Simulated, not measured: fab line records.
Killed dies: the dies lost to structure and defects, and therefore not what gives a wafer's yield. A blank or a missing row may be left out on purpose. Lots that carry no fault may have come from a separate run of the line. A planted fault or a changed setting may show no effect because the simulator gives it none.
Problem report in the 8D (eight disciplines) form, filled by code    flow n5Finfet    the parts of the form that need people (team, actions taken, sign-off) are left out

== 1. WHAT IS WRONG ==
Wafers without a fault read 63.0 s, standard deviation 2.6; timeToEndpointS at N5_BEOL_M3_CMP_52 reads a mean of 85.2 s on 2 wafers belonging to 2 lots. That puts it +8.5 standard deviations away from the usual mean.
The step: polishes, stops on SiOC, t overpolish 6.8 s, target thk 40 nm.
First seen on wafer L441.4, day 12 19:08, on cmp-04. The record has a number at this step for 30 wafers belonging to 10 lots. Rule for "out" (also "out of limits"): further than 4 standard deviations from the usual mean. Any other wafer with a number is counted as sound.

== 2. WHAT IT IS, AND WHAT IT ISN'T ==
question                     is                 is not
which readings at this step  timeToEndpointS    motorCurrentA, slurryFlowMlMin
which lots                   L441, L442         L421, L423, L426, L427, L428, L430, L431, L443
which wafers of those lots   L441.4, L442.5     L441.1, L441.3, L442.1, L442.3
read on which tools          cmp-04             cmp-01, cmp-03
when                         from day 12 19:08  up to then (23 sound wafers); but 5 sound wafers of L442, L443 came after

== 3. WHAT RULES OUT EACH SUSPECT ==
Counting: a tool at a process step up to the reading stays a suspect if it ran every lot that is out. Sound lots after the first of them don't rule it out here, since some wafers of a struck lot are sound.
- ecdCu-01 at N5_BEOL_M3_ECD_50 (material Cu, target thk 300 nm): kept. It processed each lot that is out (first: L441, day 12 18:46); up to then, its last sound lot is L431 (day 10 13:35).
- cmp-04 at N5_BEOL_M3_CMP_52 (polishes, stops on SiOC, t overpolish 6.8 s, target thk 40 nm): kept. It processed each lot that is out (first: L441, day 12 19:08); up to then, its last sound lot is L427 (day 9 14:55). Out on those wafers are its own readings of timeToEndpointS.
What counting leaves: ecdCu-01 at N5_BEOL_M3_ECD_50 and cmp-04 at N5_BEOL_M3_CMP_52.

== 4. THE CAUSE (what the simulator had put in) ==
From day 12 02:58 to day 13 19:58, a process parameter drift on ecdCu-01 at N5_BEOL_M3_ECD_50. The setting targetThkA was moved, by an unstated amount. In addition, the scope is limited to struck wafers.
After counting, 2 suspects remain, this tool included.

== 5. THE CHAIN OF EFFECTS, in route order ==
Each row: a reading where the mean over the struck wafers with a number is more than 3 standard deviations away from the usual. Scope: only readings with a usual standard deviation given in the record; hours: median across lots of the time from each lot's start at the first step in this table that gives one to its start at this step; sigmas: change in usual standard deviations.
hours  step               reading          usual   on struck wafers  change  sigmas
0      N5_BEOL_M3_CMP_52  timeToEndpointS  63.0 s  85.2              +22.2   +8.5
It contains these process steps:
- N5_BEOL_M3_CMP_52: polishes, stops on SiOC, t overpolish 6.8 s, target thk 40 nm.
Later steps that measure or inspect, where all struck wafers having a row at the step show a number for every such reading and not one has moved that far: N5_BEOL_M3_RS_MEAS_58, N5_BEOL_M4_RC_MEAS_101.

== 6. WHAT WOULD HAVE CAUGHT IT SOONER ==
In this record the first reading out of limits was taken at day 12 19:08, 16 hours after the fault began at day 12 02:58.
Of the lots that are out (2), L442 began N5_BEOL_M3_ECD_50 on ecdCu-01 after day 12 19:08. Holding the tool at that time would have saved it.
